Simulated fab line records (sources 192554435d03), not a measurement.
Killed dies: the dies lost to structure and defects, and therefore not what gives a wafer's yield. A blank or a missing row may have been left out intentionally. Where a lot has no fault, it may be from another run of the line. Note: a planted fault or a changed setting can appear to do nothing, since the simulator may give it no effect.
A lot that was struck, set against a sound lot :: flow n5 finfet :: 35 out of 1938 route steps
Sound: the wafers L362.1, L362.2, L362.5. Struck: wafers L372.1, L372.2, L372.4. The cause comes at the end.
For every step that has rows: the tool of each side, followed by ch and its chambers, followed by its first start. Under that, the readings that differ: sound wafers :: struck wafers :: difference of the means :: sigmas: that difference in standard deviations of wafers without a fault.
alike: words and numbers the same on both sides, and readings whose means are apart by under 2 such deviations; not compared: readings that were withheld, readings missing a value for some wafer, numbers with overlapping values and no deviation given by the record, and bounds like >300 which may hide the same value.
The two part at a step that has a row with sigmas, a row that says differs or no value, or rows on one side only. Non-overlapping numbers with no deviation appear without sigmas and do not part them. A reading missing from all wafers of one side parts the sides only when that side holds two or more wafers.

N5_BEOL_M3_ETCH_41: etches SiCN in CH3F/O2, target depth 29.9 nm, time 52.5 s.
  sound on rie diel-03 ch 1,2,3; struck on rie diel-01 ch 0,2,3
  alike: drypump motor current A, oes product au, rf vpp V, showerhead plenum p Torr, throttle valve pct
  not compared: rf hours counter h
then, 1 step without rows for these wafers: N5_BEOL_M3_STRIP_97 (strips in N2/H2, time 10 s).
N5_BEOL_M3_OCD_MEAS_38:
  sound on ocd-01 at day 9 08:32; struck on ocd-01 at day 12 14:14
  alike: trench depth nm
then, 4 steps without rows for these wafers: N5_BEOL_M3_HM_STRIP_39 (strips TiN in peroxide tin strip, target depth 25 nm, time 158 s); N5_BEOL_M3_SRD_40 (time 30 s); N5_BEOL_M3_PRECLEAN_42 (cleans in residue remover, time 60 s); N5_BEOL_M3_SRD_43 (time 30 s).
N5_BEOL_M3_CD_MEAS_35: target cd 18 nm, target cd y 21 nm.
  sound on cd sem-02 at day 9 08:41; struck on cd sem-03 at day 12 14:23
  alike: cd nm
then, 1 step without rows for these wafers: N5_BEOL_M3_DEGAS_44 (time 60 s).
N5_BEOL_M3_PRE_CLEAN_45: time 30 s.
  sound on pvd sputter-01 at day 9 09:26; struck on pvd sputter-01 at day 12 14:52
  alike: heater power w, susceptor temp C
then, 1 step without rows for these wafers: N5_BEOL_M3_ALD_84 (deposits TaN, pulse time 2 s, purge time 3 s, co reactant purge time 2 s).
N5_BEOL_M3_SURFACE_TREAT_85:
  sound on pvd sputter-01 at day 9 09:49; struck on pvd sputter-02 at day 12 15:19
  not compared: throttle valve pct
N5_BEOL_M3_CVD_47: deposits Co from CCTBA/H2, target thk 3 nm, time 223.8 s.
  sound on cvd co-01 ch 0,2, day 9 09:52; struck on cvd co-02 ch 0,1, day 12 15:22
  no value came back on the struck wafers for chamber pressure Torr (Torr), run length s (s); on the sound wafers chamber pressure Torr (Torr) reads 30.06 30.01 30.08
then, 10 steps without rows for these wafers: N5_BEOL_M3_SPUTTER_48 (material Cu, target thk 4.5 nm, time 8.29 s); N5_BEOL_M3_ANNEAL_49 (time 240 s); N5_BEOL_M3_SPUTTER_79 (material Cu, target thk 4.5 nm, time 8.29 s); N5_BEOL_M3_ANNEAL_80 (time 240 s); N5_BEOL_M3_SPUTTER_81 (material Cu, target thk 4.5 nm, time 8.29 s); N5_BEOL_M3_ANNEAL_82 (time 240 s); N5_BEOL_M3_SPUTTER_86 (material Cu, target thk 4.5 nm, time 8.29 s); N5_BEOL_M3_ANNEAL_87 (time 240 s); N5_BEOL_M3_SPUTTER_88 (material Cu, target thk 4.5 nm, time 8.29 s); N5_BEOL_M3_ANNEAL_89 (time 240 s).
N5_BEOL_M3_SPUTTER_90: material Cu, target thk 4.5 nm, time 8.29 s.
  sound on pvd sputter-01 at day 9 11:10; struck on pvd sputter-02 at day 12 16:38
  alike: susceptor temp C, throttle valve pct
then, 4 steps without rows for these wafers: N5_BEOL_M3_ANNEAL_91 (time 240 s); N5_BEOL_M3_SPUTTER_92 (material Cu, target thk 4.5 nm, time 8.29 s); N5_BEOL_M3_ANNEAL_93 (time 240 s); N5_BEOL_M3_SPUTTER_94 (material Cu, target thk 4.5 nm, time 8.29 s).
N5_BEOL_M3_ANNEAL_95: time 240 s.
  sound on pvd sputter-01 at day 9 11:41; struck on pvd sputter-02 at day 12 17:09
  alike: heater power w, susceptor temp C
then, 3 steps without rows for these wafers: N5_BEOL_M3_SPUTTER_96 (material Cu, target thk 4.5 nm, time 8.29 s); N5_BEOL_M3_ECD_50 (material Cu, target thk 300 nm); N5_BEOL_M3_ANNEAL_51 (time 90 s).
N5_BEOL_M3_CMP_52: polishes, stops on SiOC, t overpolish 6.8 s, target thk 40 nm.
  sound on cmp-03 ch 2,3, day 9 12:19; struck on cmp-04 ch 0,1,3, day 12 17:49
reading: barrier field endpoint s (s)
sound: 24.3 25.0 26.0
struck: 21.3 20.8 22.1
difference: -3.7
sigmas: -5

reading: model.Cu_of_BEOL_M3_ECD_50.thk nm (nm)
sound: 40 39 40.4
struck: 44.4 42 45.2
difference: +4.1
sigmas: 
  alike: clearing platen down force psi, edge zone pressure frac, motor current A
N5_BEOL_M4_RC_MEAS_101:
  the record has rows for the sound wafers here (prober-01 ch 0, day 10 01:08) and none for the struck ones
-- record jumps: 6 days separate the struck wafers' starts on either side; left off in module BEOL_M4, taken up again in module PASSIVATION, whose first shown step is the route's number 1936 --
N5_PASSIVATION_PROBE_49:
  the record has rows for the struck wafers here (prober-02, day 18 15:52) and none for the sound ones

WHERE THEY PART
Last at N5_PASSIVATION_PROBE_49 as far as this record goes, first at N5_BEOL_M3_CVD_47.

WHY: the cause the simulator had injected
Skipped step whole: cvd co-02, from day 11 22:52 on, at N5_BEOL_M3_CVD_47. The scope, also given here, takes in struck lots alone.
